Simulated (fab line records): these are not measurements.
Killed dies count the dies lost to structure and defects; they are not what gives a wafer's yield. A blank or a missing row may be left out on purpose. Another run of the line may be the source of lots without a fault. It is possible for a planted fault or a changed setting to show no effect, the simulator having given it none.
Which tool was responsible? | flow nandHarc | Sampling: 24 lots, 72 wafers, 5 of 1302 route steps

== WHAT EACH GAUGE READ, for each wafer ==
NHARC_A_START_INSPECT_01.
lot  | measured     | on               | rawDefectCount
L074 | day 7 00:05  | defectInspect-02 | 5 3 1
L075 | day 7 07:22  | defectInspect-01 | 4 1 2
L076 | day 7 12:57  | defectInspect-01 | 4 6 4
L077 | day 8 07:12  | defectInspect-02 | 3 2 4
L078 | day 8 09:04  | defectInspect-02 | 2 3 4
L079 | day 8 22:35  | defectInspect-02 | 2 2 3
L081 | day 9 13:52  | defectInspect-01 | 4 2 5
L080 | day 9 15:09  | defectInspect-01 | 1 2 4
L082 | day 10 03:16 | defectInspect-01 | 2 5 2
L083 | day 10 20:05 | defectInspect-01 | 6 1 3
L084 | day 11 08:49 | defectInspect-01 | 7 5 4
L085 | day 11 17:20 | defectInspect-02 | 3 2 5
L087 | day 12 00:54 | defectInspect-02 | 1 2 3
L086 | day 12 01:40 | defectInspect-02 | 2 2 1
L088 | day 12 20:50 | defectInspect-02 | 3 8 7
L089 | day 12 21:37 | defectInspect-01 | 8 5 5
L090 | day 13 11:11 | defectInspect-02 | 7 4 2
L091 | day 13 21:25 | defectInspect-02 | 4 6 4
L092 | day 14 02:34 | defectInspect-01 | 2 3 5
L093 | day 14 15:01 | defectInspect-02 | 3 9 4
L094 | day 14 22:13 | defectInspect-02 | 1 4 3
L095 | day 15 13:34 | defectInspect-01 | 2 5 4
L096 | day 15 22:07 | defectInspect-01 | 5 2 2
L097 | day 16 04:13 | defectInspect-01 | 6 7 6

== TOOL THAT RAN EACH LOT (tool first, then ch and the chambers of the sampled wafers, then the start) ==
lot  | NHARC_P_M1_CMP_23             | NHARC_P_BONDPAD_DESCUM_11         | NHARC_P_BONDPAD_ANNEAL_28       | NHARC_P_BONDPAD_CMP_19
L074 | cmp-01 ch 0,1,2, day 6 14:30  | rieDiel-05 ch 1,2, day 6 21:04    | rtpAnneal-02 ch 0, day 6 22:44  | cmp-04 ch 0,1,2, day 6 23:10
L075 | cmp-01 ch 0,2,3, day 6 21:47  | rieDiel-05 ch 1,3, day 7 04:23    | rtpAnneal-02 ch 0, day 7 06:03  | cmp-03 ch 1,3, day 7 06:25
L076 | cmp-03 ch 1,2,3, day 7 03:09  | rieDiel-12 ch 0,1,2, day 7 09:49  | rtpAnneal-01 ch 0, day 7 11:41  | cmp-03 ch 0,1, day 7 11:56
L077 | cmp-01 ch 2,3, day 7 21:40    | rieDiel-07 ch 2,3, day 8 04:12    | rtpAnneal-02 ch 0, day 8 06:01  | cmp-04 ch 1,2,3, day 8 06:16
L078 | cmp-03 ch 0,1,3, day 7 23:35  | rieDiel-05 ch 0,1, day 8 06:02    | rtpAnneal-02 ch 0, day 8 07:43  | cmp-03 ch 1,2, day 8 08:06
L079 | cmp-01 ch 0,2,3, day 8 12:32  | rieDiel-07 ch 2,3, day 8 19:32    | rtpAnneal-02 ch 0, day 8 21:19  | cmp-03 ch 1,2, day 8 21:34
L081 | cmp-02 ch 0,1,3, day 9 04:13  | rieDiel-05 ch 0,1,3, day 9 10:50  | rtpAnneal-02 ch 0, day 9 12:31  | cmp-03 ch 0,1,2, day 9 12:51
L080 | cmp-02 ch 2,3, day 9 05:37    | rieDiel-12 ch 1,2, day 9 12:07    | rtpAnneal-02 ch 0, day 9 13:55  | cmp-03 ch 0,2, day 9 14:10
L082 | cmp-02 ch 1,2,3, day 9 17:32  | rieDiel-12 ch 0,3, day 10 00:11   | rtpAnneal-01 ch 0, day 10 01:55 | cmp-04 ch 1,2,3, day 10 02:16
L083 | cmp-02 ch 0,1,2, day 10 09:50 | rieDiel-12 ch 1,2,3, day 10 16:55 | rtpAnneal-01 ch 0, day 10 18:44 | cmp-01 ch 0,3, day 10 19:08
L084 | cmp-01 ch 2,3, day 10 18:17   | rieDiel-12 ch 0,3, day 11 05:08   | rtpAnneal-02 ch 0, day 11 07:28 | cmp-03 ch 0,1,2, day 11 07:53
L085 | cmp-03 ch 0,1,3, day 11 07:16 | rieDiel-05 ch 2,3, day 11 14:11   | rtpAnneal-01 ch 0, day 11 16:03 | cmp-04 ch 0,2,3, day 11 16:21
L087 | cmp-03 ch 0,2,3, day 11 15:18 | rieDiel-07 ch 0,2,3, day 11 21:53 | rtpAnneal-01 ch 0, day 11 23:34 | cmp-01 ch 1,2, day 11 23:56
L086 | cmp-03 ch 1,2, day 11 16:10   | rieDiel-07 ch 0,3, day 11 22:31   | rtpAnneal-01 ch 0, day 12 00:23 | cmp-01 ch 0,3, day 12 00:41
L088 | cmp-03 ch 1,2,3, day 12 10:41 | rieDiel-05 ch 0,3, day 12 17:26   | rtpAnneal-02 ch 0, day 12 19:29 | cmp-04 ch 1,3, day 12 19:50
L089 | cmp-01 ch 2,3, day 12 11:23   | rieDiel-12 ch 1,2,3, day 12 18:29 | rtpAnneal-02 ch 0, day 12 20:19 | cmp-01 ch 1,3, day 12 20:38
L090 | cmp-01 ch 1,2,3, day 13 01:32 | rieDiel-12 ch 0,1,3, day 13 08:09 | rtpAnneal-02 ch 0, day 13 09:53 | cmp-04 ch 0,1,3, day 13 10:10
L091 | cmp-03 ch 0,1, day 13 11:55   | rieDiel-12 ch 2,3, day 13 18:24   | rtpAnneal-01 ch 0, day 13 20:07 | cmp-03 ch 1,2,3, day 13 20:30
L092 | cmp-02 ch 0,3, day 13 17:02   | rieDiel-07 ch 0,2,3, day 13 23:34 | rtpAnneal-02 ch 0, day 14 01:13 | cmp-01 ch 0,1,3, day 14 01:38
L093 | cmp-03 ch 1,2,3, day 14 04:53 | rieDiel-12 ch 2,3, day 14 11:40   | rtpAnneal-01 ch 0, day 14 13:28 | cmp-04 ch 1,2,3, day 14 14:02
L094 | cmp-02 ch 0,1, day 14 12:33   | rieDiel-07 ch 0,1, day 14 19:12   | rtpAnneal-02 ch 0, day 14 20:59 | cmp-01 ch 0,1, day 14 21:13
L095 | cmp-01 ch 0,1, day 15 03:51   | rieDiel-12 ch 0,1,2, day 15 10:33 | rtpAnneal-01 ch 0, day 15 12:19 | cmp-04 ch 0,2,3, day 15 12:38
L096 | cmp-01 ch 0,1, day 15 12:31   | rieDiel-05 ch 0,1,3, day 15 19:08 | rtpAnneal-02 ch 0, day 15 20:47 | cmp-01 ch 0,2,3, day 15 21:11
L097 | cmp-03 ch 0,1,3, day 15 18:47 | rieDiel-07 ch 1,2,3, day 16 01:09 | rtpAnneal-01 ch 0, day 16 02:59 | cmp-01 ch 0,1,2, day 16 03:13
- NHARC_P_M1_CMP_23: polishes, t overpolish 20 s, target thk 157.82 nm.
- NHARC_P_BONDPAD_DESCUM_11: chemistry O2, time 3 s.
- NHARC_P_BONDPAD_ANNEAL_28: time 90 s.
- NHARC_P_BONDPAD_CMP_19: polishes, t overpolish 30 s, cu recess touch 16 s, target thk 160.81 nm.

== WHAT THE TOOLS THEMSELVES READ (means of the sampled wafers that have a number; where no wafer has one, the mark that the record gives instead) ==
NHARC_P_M1_CMP_23.
lot  | tool   | motorCurrentA (A) | timeToEndpointS (s)
L074 | cmp-01 | 12.0              | 25
L075 | cmp-01 | 11.8              | 29
L076 | cmp-03 | 11.4              | 27
L077 | cmp-01 | 12.5              | 28
L078 | cmp-03 | 11.4              | 25
L079 | cmp-01 | 11.6              | 28
L081 | cmp-02 | 12.6              | 27
L080 | cmp-02 | 13.0              | 33
L082 | cmp-02 | 12.4              | 32
L083 | cmp-02 | 13.4              | 26
L084 | cmp-01 | 12.1              | 26
L085 | cmp-03 | 11.5              | 30
L087 | cmp-03 | 12.0              | 29
L086 | cmp-03 | 11.4              | 28
L088 | cmp-03 | 11.5              | 29
L089 | cmp-01 | 11.5              | 27
L090 | cmp-01 | 12.5              | 26
L091 | cmp-03 | 11.5              | 28
L092 | cmp-02 | 13.7              | 28
L093 | cmp-03 | 11.9              | 26
L094 | cmp-02 | 13.3              | 28
L095 | cmp-01 | 11.9              | 25
L096 | cmp-01 | 11.5              | 25
L097 | cmp-03 | 11.6              | 27

NHARC_P_BONDPAD_DESCUM_11.
lot  | tool       | drypumpMotorCurrentA (A) | oesProductAu (a.u.) | rfVppV (V) | showerheadPlenumPTorr (Torr) | throttleValvePct (%)
L074 | rieDiel-05 | 5.8                      | 1.000               | 58.7       | 1.99                         | 11.316
L075 | rieDiel-05 | 5.5                      | 0.998               | 57.9       | 1.92                         | 11.316
L076 | rieDiel-12 | 5.3                      | 1.002               | 57.3       | 1.87                         | 11.308
L077 | rieDiel-07 | 6.0                      | 1.002               | 57.6       | 1.96                         | 11.311
L078 | rieDiel-05 | 5.7                      | 0.996               | 57.4       | 1.99                         | 11.311
L079 | rieDiel-07 | 6.0                      | 1.007               | 58.7       | 1.96                         | 11.309
L081 | rieDiel-05 | 5.6                      | 1.008               | 58.2       | 1.96                         | 11.315
L080 | rieDiel-12 | 5.2                      | 1.005               | 58.4       | 1.89                         | 11.302
L082 | rieDiel-12 | 5.9                      | 1.003               | 58.0       | 1.93                         | 11.312
L083 | rieDiel-12 | 5.5                      | 1.000               | 57.5       | 1.91                         | 11.303
L084 | rieDiel-12 | 5.8                      | 1.015               | 57.5       | 1.89                         | 11.305
L085 | rieDiel-05 | 5.6                      | 1.010               | 57.7       | 1.93                         | 11.312
L087 | rieDiel-07 | 5.8                      | 0.996               | 58.5       | 1.95                         | 11.313
L086 | rieDiel-07 | 5.8                      | 1.004               | 57.4       | 1.93                         | 11.314
L088 | rieDiel-05 | 5.6                      | 1.015               | 58.2       | 1.96                         | 11.307
L089 | rieDiel-12 | 5.5                      | 0.994               | 58.4       | 1.90                         | 11.305
L090 | rieDiel-12 | 5.7                      | 0.991               | 57.9       | 1.88                         | 11.314
L091 | rieDiel-12 | 5.5                      | 1.002               | 57.9       | 1.94                         | 11.306
L092 | rieDiel-07 | 5.8                      | 0.986               | 57.9       | 1.95                         | 11.319
L093 | rieDiel-12 | 5.8                      | 0.998               | 57.2       | 1.95                         | 11.312
L094 | rieDiel-07 | 5.8                      | 1.000               | 57.2       | 1.99                         | 11.314
L095 | rieDiel-12 | 5.4                      | 0.987               | 56.5       | 1.86                         | 11.307
L096 | rieDiel-05 | 5.6                      | 1.000               | 58.0       | 1.95                         | 11.316
L097 | rieDiel-07 | 6.0                      | 1.004               | 58.2       | 1.99                         | 11.312

NHARC_P_BONDPAD_ANNEAL_28.
lot  | tool         | wafer_temp_C_max
L074 | rtpAnneal-02 | 225.88
L075 | rtpAnneal-02 | 226.17
L076 | rtpAnneal-01 | 226.40
L077 | rtpAnneal-02 | 226.32
L078 | rtpAnneal-02 | 226.06
L079 | rtpAnneal-02 | 225.79
L081 | rtpAnneal-02 | 225.86
L080 | rtpAnneal-02 | 225.99
L082 | rtpAnneal-01 | 225.84
L083 | rtpAnneal-01 | 226.21
L084 | rtpAnneal-02 | 225.62
L085 | rtpAnneal-01 | 226.25
L087 | rtpAnneal-01 | 226.08
L086 | rtpAnneal-01 | 225.99
L088 | rtpAnneal-02 | 225.94
L089 | rtpAnneal-02 | 226.04
L090 | rtpAnneal-02 | 226.06
L091 | rtpAnneal-01 | 225.78
L092 | rtpAnneal-02 | 226.47
L093 | rtpAnneal-01 | 226.16
L094 | rtpAnneal-02 | 226.15
L095 | rtpAnneal-01 | 226.08
L096 | rtpAnneal-02 | 225.90
L097 | rtpAnneal-01 | 225.86

NHARC_P_BONDPAD_CMP_19.
lot  | tool   | motorCurrentA (A) | overpolishRunS (s)
L074 | cmp-04 | 13.3              | 29.998
L075 | cmp-03 | 11.9              | 30.003
L076 | cmp-03 | 11.3              | 30.000
L077 | cmp-04 | 13.2              | 29.995
L078 | cmp-03 | 11.4              | 30.004
L079 | cmp-03 | 11.7              | 29.995
L081 | cmp-03 | 11.6              | 30.007
L080 | cmp-03 | 11.8              | 29.997
L082 | cmp-04 | 13.6              | 30.002
L083 | cmp-01 | 11.7              | 30.011
L084 | cmp-03 | 11.6              | 30.001
L085 | cmp-04 | 12.6              | 30.012
L087 | cmp-01 | 12.8              | 30.003
L086 | cmp-01 | 11.1              | 30.008
L088 | cmp-04 | 12.7              | 30.000
L089 | cmp-01 | 12.2              | 29.999
L090 | cmp-04 | 12.1              | 30.003
L091 | cmp-03 | 11.6              | 30.002
L092 | cmp-01 | 11.9              | 29.993
L093 | cmp-04 | 12.9              | 30.004
L094 | cmp-01 | 11.6              | 29.994
L095 | cmp-04 | 12.5              | 29.994
L096 | cmp-01 | 11.7              | 30.002
L097 | cmp-01 | 11.9              | 30.001

== THE ANSWER, worked out from the rows above alone ==
Rule: the lots themselves supply what counts as usual. The widest of any qualifying gaps counts: lots, ordered by their means at a reading, are off when they make up no more than a third of the lots, leave a main group of 4 or more, and stand apart from it by 3 or more times the standard deviation of that group's means. Not used: any main group whose means are identical at the precision the tables above print for the reading. Also off: a lot with no number at a reading for which 4 or more lots have one. Any other lot the step has rows for is counted as sound. First the gauges in route order, then the tools' own readings, where a lot's mean is used as printed above. At the first step where some lot is off, the reading lying furthest off is the one used; lots without a number count as furthest.
Across all readings shown, no lot is off: no conclusion can be drawn from this.

== WHAT WAS PUT IN BY THE SIMULATOR ==
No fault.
